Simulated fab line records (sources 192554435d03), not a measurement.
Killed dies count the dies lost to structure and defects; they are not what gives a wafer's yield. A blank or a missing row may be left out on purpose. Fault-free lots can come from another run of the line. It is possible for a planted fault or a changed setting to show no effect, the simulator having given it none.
Chamber matching	flow n5-finfet	N5_BEOL_M5_ALD_86 on ald-metal-01 has 4 sister chambers
The step deposits TaN, pulse time 2 s, purge time 3 s, co reactant purge time 2 s. 8 wafers are shown with their chamber, then 8 later ones without.

## WAFERS PAIRED WITH THEIR CHAMBERS
wafer	chamber	heater-power-w (W)	mfc-carrier-sccm (sccm)
L082.2	1	485	1502
L087.6	0	426	1502
L091.4	3	464	1500
L091.5	1	483	1504
L090.2	0	417	1504
L090.3	2	414	1497
L090.4	3	463	1503
L092.1	2	429	1506

## WAFERS WHOSE CHAMBER IS MISSING
wafer	heater-power-w (W)	mfc-carrier-sccm (sccm)
L092.2	432	1500
L092.5	461	1501
L095.2	424	1498
L095.3	470	1496
L095.6	433	1501
L097.3	437	1506
L097.4	466	1505
L097.5	429	1498

## THE CHAMBER EACH PASSED THROUGH
wafer	from the rows above	in truth
L092.2	can't be placed: 2 or 0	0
L092.5	3	3
L095.2	can't be placed: 2 or 0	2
L095.3	can't be placed: 3 or 1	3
L095.6	can't be placed: 2 or 0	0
L097.3	can't be placed: 0 or 2 or 3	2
L097.4	can't be placed: 3 or 1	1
L097.5	can't be placed: 2 or 0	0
Correct placement for 1 of the 8. From these rows, 7 cannot be placed; in 7 the true chamber is one of the candidates. 0 placed wrongly.
How it was worked out, from the rows above alone: a wafer's distance from a chamber is the root of the sum, over the readings, of the square of ((its reading less the chamber's mean) divided by the reading's scatter). The wafer belongs to the nearest chamber; if the next one is less than 2 further off, it can't be placed. Each chamber's mean is taken over the wafers shown for it. The scatter: take each reading less its chamber's mean, square it, sum over the shown wafers, divide by the number of wafers less the number of chambers, and take the root.
